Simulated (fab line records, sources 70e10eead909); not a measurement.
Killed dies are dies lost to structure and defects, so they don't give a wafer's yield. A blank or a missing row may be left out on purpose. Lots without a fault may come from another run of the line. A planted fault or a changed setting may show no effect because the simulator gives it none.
Which tool did it? | flow nand_harc | 6 lots, 18 wafers sampled, at 2 steps of a route of 1159

WHAT THE GAUGES READ, wafer by wafer
NHARC_P_CONTACT_CD_MEAS_19.
lot  | measured     | on        | cd_nm (nm)
L146 | day 6 04:50  | cd_sem-01 | 85.6 88.4 90.0
L152 | day 7 22:40  | cd_sem-03 | 92.7 92.3 92.4
L155 | day 8 21:23  | cd_sem-03 | 87.2 92.6 88.6
L163 | day 10 11:17 | cd_sem-02 | 91.5 87.2 91.0
L165 | day 11 03:52 | cd_sem-01 | 88.9 89.3 89.7
L167 | day 11 09:01 | cd_sem-02 | 88.8 91.6 91.1

WHICH TOOL RAN EACH LOT (tool, then ch and the chambers of the sampled wafers, then the start)
lot  | NHARC_P_CONTACT_ETCH_36
L146 | rie_diel-02 ch 0,2,3, day 6 04:50 or earlier
L152 | rie_diel-02 ch 0,2, day 7 22:40 or earlier
L155 | rie_diel-09 ch 0,2,3, day 8 21:23 or earlier
L163 | rie_diel-09 ch 0,2,3, day 10 11:17 or earlier
L165 | rie_diel-08 ch 0,1,2, day 11 03:52 or earlier
L167 | rie_diel-09 ch 0,1,3, day 11 09:01 or earlier
- NHARC_P_CONTACT_ETCH_36: etches the open film in N2/H2, target depth 260 nm, time 406.25 s.

THE ANSWER, worked out from the rows above alone
Rule: what is usual is taken from the lots themselves. Put in order of their means at a reading, lots are off if they are a third of the lots or fewer, leave a main group of 4 or more, and stand apart from it by a gap of 3 or more times the standard deviation of the main group's means; of several such gaps the widest counts. A main group whose means are all the same, to the digits that the tables above print for the reading, isn't used. A lot without any number at a reading at which 4 lots or more have one is off too. The other lots that the step has rows for count as sound.
No lot is off at any reading shown: from this, nothing can be told.

WHAT THE SIMULATOR HAD PUT IN
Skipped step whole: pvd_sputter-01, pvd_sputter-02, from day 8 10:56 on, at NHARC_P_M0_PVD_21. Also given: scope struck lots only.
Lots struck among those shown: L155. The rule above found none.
